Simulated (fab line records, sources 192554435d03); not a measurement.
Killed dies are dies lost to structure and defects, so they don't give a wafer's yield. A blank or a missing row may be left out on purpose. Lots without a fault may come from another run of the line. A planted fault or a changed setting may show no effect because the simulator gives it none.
fab line records | flow n5_finfet
record lots=11 wafers=31 last_day=16
route steps=1938 shown ILD0@342 TV_OPEN@1887 PASSIVATION@1906
lots that met no fault: from a run of the same line without faults
start_h: hours from the record's first day to the start of the lot's first wafer shown | wait_h: hours since the lot's step before | " the same as in the row above | L1.1+2: a row that stands for several wafers | - no value, or no start given | * or withheld: withheld | < > ~ a bound
route shown NAME@n: a module of which the file shows steps, and the number in the route of the first | usual: mean/standard deviation of fault-free wafers | same: alike in all rows | chamber/n: place in a boat | sites: the reading at each site | _std_site: their standard deviation | _edge_site: outer sites' mean less inner sites' | radius_mm: how far each site lies from the wafer's centre | mask NAME#n: copy n | behind: the tool/chamber that last shaped the wafer | hold: why the lot was held/for how many hours/how that ended | device: the transistor (n, p or np) that didn't switch | end of line: the same wafers' tests at the end of the route | a step without rows: its recipe alone | killed: dies lost to structure and defects at the first sort, not the wafer's yield | map: a wafer's dies, x killed, . not, _ none there
set.NAME: the setting as run; set.NAME@STEP: as run at that earlier step | model.NAME: the simulator's own value behind a step, which no gauge read
steps of the route over a sample of lots; a table a step, a row a wafer
services: from which hour (start_h, from the record's first day; less than 0 if before it) a tool's chamber was out of use, for how many hours, and why
## steps
# step N5_ILD0_PRECLEAN_10
# recipe chemistry=NF3:NH3 afs_cycles=5 time_s=20 temp_c=30 sublimation_temp_c=180 sublimation_time_s=60 pressure_torr=3 rf_power_w=30
# usual temp_c=30.01/0.11
# same sublimation_time_s=60 time_s=20
# columns lot.wafer tool chamber start_h wait_h temp_c
L426.3 remote_plasma-01 0 62.21 0.3 29.78
L426.5 " 0 " " 29.91
L426.6 " 0 " " 29.91
L427.3 remote_plasma-01 0 65.80 0.3 30.14
L427.4 " 0 " " 30.03
L427.6 " 0 " " 30.00
L431.1 remote_plasma-02 0 95.98 0.0 30.21
L431.3 " 0 " " 30.22
L431.5 " 0 " " 30.20
L432.1 remote_plasma-02 0 98.73 0.0 29.90
L432.2 " 0 " " 30.08
L432.4 " 0 " " 30.00
L433.2 remote_plasma-02 1 107.47 0.2 30.14
L433.5 " 1 " " 30.04
L433.6 " 1 " " 29.95
L434.1 remote_plasma-01 0 111.10 0.0 30.02
L434.2 " 0 " " 30.21
L434.3 " 0 " " 30.05
L435.3 remote_plasma-01 1 115.68 0.3 30.10
L435.4 " 1 " " 30.04
L437.2 remote_plasma-02 0 136.82 0.1 29.97
L437.4 " 0 " " 30.10
L437.5 " 0 " " 30.14
L439.4 remote_plasma-01 0 143.30 0.4 29.85
L439.5 " 0 " " 29.91
L443.1 remote_plasma-01 0 167.84 0.0 29.91
L443.2 " 0 " " 30.04
L443.6 " 0 " " 29.95
L445.2 remote_plasma-01 0 180.03 0.1 30.11
L445.4 " 0 " " 30.14
L445.5 " 0 " " 29.97
# step N5_PASSIVATION_PASS_ETCH_74
# recipe chemistry=CF4/O2 target=SiNx target_depth_a=2200 time_s=110 ion_energy_ev=100 pressure_mtorr=40 source_w=535 bias_w=49 Ar_flow_sccm=100 cf4_flow_sccm=100 O2_flow_sccm=10
# usual chamber_pressure_mTorr=40.00/0.035 drypump_motor_current_A=5.7/0.41 oes_product_au=0.77/0.11 rf_vpp_V=240/3.8 showerhead_plenum_p_Torr=2.19/0.064 throttle_valve_pct=16.10/0.23
# same time_s=110
# columns lot.wafer tool chamber start_h wait_h chamber_pressure_mTorr drypump_motor_current_A oes_product_au rf_hours_counter_h rf_vpp_V showerhead_plenum_p_Torr throttle_valve_pct
L427.3 rie_diel-03 1 249.50 0.0 40.01 5.7 0.73 203 241 2.20 16.23
L427.4 " 2 " " 40.00 5.5 0.72 190 233 2.12 16.36
L427.6 " 0 " " 40.00 5.6 0.70 - 241 2.28 16.26
L426.3 rie_diel-01 3 250.17 0.0 39.99 5.8 0.70 201 238 2.11 16.05
L426.5 " 0 " " 39.95 5.3 0.96 - 234 2.25 15.97
L426.6 " 3 " " 40.02 5.8 0.69 - 241 2.11 16.05
L431.1 rie_diel-04 2 291.93 0.0 39.95 5.7 0.69 220 240 2.26 15.76
L431.3 " 1 " " 40.01 6.1 0.91 36 244 2.17 15.87
L431.5 " 0 " " 39.98 4.7 0.68 - 243 2.08 16.19
L432.1 rie_diel-04 2 299.31 0.0 39.99 5.8 0.69 222 239 2.26 15.78
L432.2 " 0 " " 40.00 4.7 0.68 238 242 2.08 16.20
L432.4 " 0 " " 40.03 4.7 0.66 - 241 2.08 16.21
L434.1 rie_diel-03 3 299.94 0.0 39.99 5.3 0.72 217 239 2.28 16.34
L434.2 " 0 " " 39.98 5.6 0.69 183 241 2.28 16.30
L434.3 " 1 " " 39.94 5.7 0.72 219 240 2.19 16.23
L433.2 rie_diel-01 2 300.08 0.0 40.00 6.3 0.71 204 234 2.18 16.20
L433.5 " 0 " " 39.99 5.3 0.92 - 232 2.24 16.03
L433.6 " 3 " " 40.04 5.8 0.69 - 239 2.10 16.08
L435.3 rie_diel-04 1 310.82 0.0 40.06 6.1 0.89 43 243 2.17 15.86
L435.4 " 2 " " 39.98 5.8 0.68 226 239 2.25 15.78
L437.2 rie_diel-03 2 326.10 0.0 40.01 5.5 0.71 210 233 2.11 16.37
L437.4 " 2 " " 39.99 5.5 0.72 - 234 2.11 16.38
L437.5 " 0 " " 39.97 5.7 0.69 - 241 2.27 16.31
L439.4 rie_diel-01 1 336.04 0.0 40.03 6.0 0.81 81 244 2.23 15.71
L439.5 " 0 " " 40.01 5.3 0.89 - 232 2.24 16.01
L445.2 rie_diel-03 2 369.15 0.0 39.92 5.5 0.69 225 234 2.11 16.39
L445.4 " 1 " " 39.95 5.7 0.69 243 241 2.18 16.29
L445.5 " 3 " " 39.99 5.2 0.71 - 240 2.28 16.37
L443.1 rie_diel-04 2 373.89 0.0 40.04 5.7 0.67 244 239 2.25 15.81
L443.2 " 3 " " 39.96 6.0 0.94 23 242 2.17 16.16
L443.6 " 2 " " 39.99 5.7 0.67 - 238 2.25 15.82
# step N5_PASSIVATION_OVL_MEAS_63
# recipe points_per_wafer=44
# usual PAD_OVL=1/4.8
# columns lot.wafer tool chamber start_h wait_h PAD_OVL[nm]
L427.3 overlay-01 0 251.39 0.0 -6
L427.4 " 0 " " -5
L427.6 " 0 " " -8
L426.3 overlay-01 0 251.62 0.0 1
L426.5 " 0 " " -4
L426.6 " 0 " " -4
L431.1 overlay-02 0 293.15 0.0 -2
L431.3 " 0 " " -6
L431.5 " 0 " " -4
L432.1 overlay-01 0 300.98 0.0 0
L432.2 " 0 " " 2
L432.4 " 0 " " 2
L434.1 overlay-02 0 301.36 0.0 0
L434.2 " 0 " " 2
L434.3 " 0 " " -1
L433.2 overlay-01 0 301.52 0.0 0
L433.5 " 0 " " -1
L433.6 " 0 " " -1
L435.3 overlay-01 0 312.77 0.0 1
L435.4 " 0 " " -1
L437.2 overlay-01 0 327.46 0.0 4
L437.4 " 0 " " 2
L437.5 " 0 " " -5
L439.4 overlay-02 0 338.94 0.0 -14
L439.5 " 0 " " -7
L445.2 overlay-01 0 371.07 0.0 11
L445.4 " 0 " " 10
L445.5 " 0 " " 9
L443.1 overlay-01 0 377.12 0.0 -3
L443.2 " 0 " " 10
L443.6 " 0 " " 5
# step N5_PASSIVATION_PASS_ETCH_47
# recipe chemistry=CF4/O2 target=SiNx target_depth_a=7700 time_s=385 ion_energy_ev=100 pressure_mtorr=40 source_w=535 bias_w=49 Ar_flow_sccm=100 cf4_flow_sccm=100 O2_flow_sccm=10
# usual chamber_pressure_mTorr=40.00/0.037 drypump_motor_current_A=5.8/0.47 oes_product_au=0.77/0.073 rf_vpp_V=238/5.3 showerhead_plenum_p_Torr=2.22/0.042 throttle_valve_pct=15.97/0.28
# same time_s=385
# columns lot.wafer tool chamber start_h wait_h chamber_pressure_mTorr drypump_motor_current_A oes_product_au rf_hours_counter_h rf_vpp_V showerhead_plenum_p_Torr throttle_valve_pct
L427.3 rie_diel-02 0 253.84 0.0 39.99 6.5 0.83 83 237 2.30 15.88
L427.4 " 0 " " 40.03 6.5 0.82 - 238 2.30 15.87
L427.6 " 3 " " 39.99 5.9 0.74 - 230 2.21 16.22
L426.3 rie_diel-06 3 254.19 0.0 40.01 5.7 0.80 114 242 2.22 16.01
L426.5 " 3 " " 39.98 5.7 0.80 - 243 2.22 16.01
L426.6 " 2 " " 40.07 5.5 0.75 - 235 2.21 15.84
L431.1 rie_diel-05 2 295.72 0.0 39.97 4.9 0.70 229 245 2.26 15.75
L431.3 " 3 " " 40.05 5.5 0.78 133 236 2.30 15.73
L431.5 " 0 " " 39.96 5.5 0.74 - 244 2.20 16.21
L432.1 rie_diel-06 2 302.95 0.0 40.04 5.5 0.74 163 233 2.20 15.90
L432.2 " 1 " " 39.99 5.7 0.67 249 237 2.26 16.13
L432.4 " 3 " " 39.96 5.7 0.78 130 243 2.22 16.04
L434.1 rie_diel-05 0 303.33 0.0 40.02 5.5 0.74 165 243 2.20 16.21
L434.2 " 1 " " 39.99 6.2 0.79 133 246 2.22 16.04
L434.3 " 2 " " 39.97 4.9 0.70 232 246 2.26 15.76
L433.2 rie_diel-06 3 303.54 0.0 40.03 5.7 0.78 130 243 2.22 16.06
L433.5 " 0 " " 40.04 6.4 0.67 - 233 2.17 16.31
L433.6 " 3 " " 40.07 5.7 0.79 - 243 2.22 16.04
L435.3 rie_diel-05 3 314.73 0.0 39.98 5.5 0.77 137 237 2.29 15.72
L435.4 " 0 " " 40.02 5.5 0.74 170 244 2.20 16.24
L437.2 rie_diel-06 3 329.46 0.0 40.02 5.7 0.77 144 243 2.21 16.07
L437.4 " 1 " " 40.01 5.7 0.99 - 238 2.26 15.64
L437.5 " 3 " " 40.00 5.7 0.76 - 243 2.21 16.07
L439.4 rie_diel-05 0 340.94 0.0 40.02 5.5 0.73 179 244 2.20 16.22
L439.5 " 3 " " 40.05 5.5 0.77 - 236 2.29 15.74
L445.2 rie_diel-02 3 373.05 0.0 39.98 5.9 0.71 192 228 2.19 16.31
L445.4 " 3 " " 39.98 5.9 0.71 - 229 2.19 16.33
L445.5 " 1 " " 40.04 6.3 0.88 - 236 2.15 15.37
L443.1 rie_diel-02 1 379.11 0.0 40.04 6.3 0.88 41 237 2.15 15.36
L443.2 " 3 " " 40.01 5.9 0.71 194 228 2.19 16.33
L443.6 " 0 " " 40.07 6.5 0.78 - 237 2.29 15.95
# step N5_PASSIVATION_PROBE_49
# usual defect_limited_yield=90.9/1.5 killed_at_M0_to_M3=36/9.9 killed_at_M4_up=13/4.5 killed_at_contacts=13/6.4 killed_at_front_end=42/12 killed_at_other=3.4/3 killed_dies=107/18 killed_open=69/13 killed_short=35/8.2 sort_bin_5_function=5.3/1.1 sort_bin_6_memory=3.4/0.69 sort_n_pass=1073/18 sort_yield_pct=90.9/1.5
# same gross_dies=1180 killed_at_back_side=0 sort_bin_4_leakage[%]=0 sort_bin_8_speed[%]=0
# columns lot.wafer tool chamber start_h wait_h defect_limited_yield[%] killed_at_M0_to_M3 killed_at_M4_up killed_at_contacts killed_at_front_end killed_at_other killed_dies killed_open killed_short sort_bin_5_function[%] sort_bin_6_memory[%] sort_n_pass sort_yield_pct[%]
L445.2 prober-01 - 376.86 0.8 80.5 31 8 13 176 2 230 65 26 12.0 4.6 950 80.5
L445.4 prober-01 - 376.96 0.9 80.3 29 14 5 180 4 232 60 40 11.8 4.2 948 80.3
L445.5 prober-01 - 377.01 1.0 77.0 39 13 16 202 1 271 98 37 14.8 5.1 909 77.0
L443.1 prober-01 - 382.15 0.0 81.9 14 11 17 170 1 213 56 28 11.5 3.9 967 81.9
L443.2 prober-01 - 382.20 0.1 80.9 25 14 11 173 2 225 52 28 11.5 4.1 955 80.9
L443.6 prober-01 - 382.40 0.3 81.4 22 7 17 171 3 220 51 25 11.7 3.7 960 81.4
# killed by level:class
L445.2 ILD0:unspecified=136 BEOL_M1:geometric_particle:open=15 FIN_SAQP:geometric_particle:open=13 MOL_CONTACT_COAG:geometric_particle:open=10 FIN_SAQP:geometric_particle:short=7 GATE_CUT:geometric_particle:short=6 BEOL_M2:geometric_particle:open=6 STI_FIN_REVEAL:geometric_particle:open=5
L445.4 ILD0:unspecified=131 FIN_SAQP:geometric_particle:short=13 BEOL_M4:geometric_particle:open=9 FIN_SAQP:geometric_particle:open=8 BEOL_M1:geometric_particle:open=7 STI_FIN_REVEAL:geometric_particle:open=6 GATE_CUT:geometric_particle:short=6 DUMMY_GATE:geometric_particle:open=5
L445.5 ILD0:unspecified=134 STI_FIN_REVEAL:geometric_particle:open=22 FIN_SAQP:geometric_particle:short=13 FIN_SAQP:geometric_particle:open=13 MOL_CONTACT_COAG:geometric_particle:open=13 BEOL_M1:geometric_particle:open=9 BEOL_M3:geometric_particle:open=9 GATE_CUT:geometric_particle:open=7
L443.1 ILD0:unspecified=129 FIN_SAQP:geometric_particle:open=13 MOL_CONTACT_COAG:geometric_particle:open=12 FIN_SAQP:geometric_particle:short=9 BEOL_M4:geometric_particle:open=8 MOL_CONTACT_COAG:geometric_particle:short=5 STI_FIN_REVEAL:geometric_particle:open=4 GATE_CUT:geometric_particle:open=4
L443.2 ILD0:unspecified=141 MOL_CONTACT_COAG:geometric_particle:open=8 FIN_SAQP:geometric_particle:short=7 FIN_SAQP:geometric_particle:open=6 BEOL_M0_SAQP:geometric_particle:short=6 BEOL_M1:geometric_particle:open=6 STI_FIN_REVEAL:geometric_particle:open=5 BEOL_M3:geometric_particle:open=5
L443.6 ILD0:unspecified=141 MOL_CONTACT_COAG:geometric_particle:open=12 FIN_SAQP:geometric_particle:open=6 STI_FIN_REVEAL:geometric_particle:open=5 MOL_CONTACT_COAG:geometric_particle:short=5 BEOL_M0_SAQP:geometric_particle:short=5 GATE_CUT:geometric_particle:open=4 BEOL_M1:geometric_particle:open=4
## services
# columns tool chamber start_h hours kind
rie_diel-02 - 41.23 0.6 repair
remote_plasma-02 - 47.74 0.8 repair
rie_diel-03 1 64.09 32.7 repair
rie_diel-02 0 64.99 3.1 repair
rie_diel-06 3 91.74 2.4 repair
rie_diel-04 3 109.90 12.2 repair
rie_diel-04 3 126.58 27.6 repair
rie_diel-04 - 138.91 0.5 repair
remote_plasma-02 - 142.75 0.5 repair
rie_diel-06 1 161.09 4.9 repair
rie_diel-05 2 164.28 5.6 repair
rie_diel-06 3 211.16 15.1 repair
rie_diel-06 1 233.21 4.6 repair
rie_diel-04 0 241.77 2.9 repair
rie_diel-06 - 242.52 0.3 repair
rie_diel-03 3 243.02 4.6 repair
rie_diel-04 3 266.66 7.7 repair
rie_diel-06 0 289.58 6.3 repair
rie_diel-05 3 300.97 6.5 repair
rie_diel-03 2 305.25 9.0 repair
remote_plasma-02 - 306.58 0.3 repair
rie_diel-04 0 340.23 7.5 repair
rie_diel-04 2 341.48 8.4 repair
rie_diel-03 - 354.71 1.2 repair
## key
first_sign step=N5_PASSIVATION_PROBE_49 reading=killed_at_front_end direction=up sigmas=11 usual=42 struck=179
effect step=N5_PASSIVATION_PROBE_49 reading=killed_dies direction=up sigmas=6.9 usual=107 struck=232
more_kills_born_at N5_ILD0_PRECLEAN_10@remote_plasma-01=812
met_at N5_ILD0_PRECLEAN_10
struck_lots L443,L445
not_acting_at N5_PASSIVATION_PASS_ETCH_74,N5_PASSIVATION_OVL_MEAS_63,N5_PASSIVATION_PASS_ETCH_47
onset_between 143.30 167.84
also_fits time
fault kind=chamber_particle_source tool=remote_plasma-01 chamber=- onset_h=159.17 steps=N5_ILD0_PRECLEAN_10 rate_per_visit_cm2=1.1102 end_h=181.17
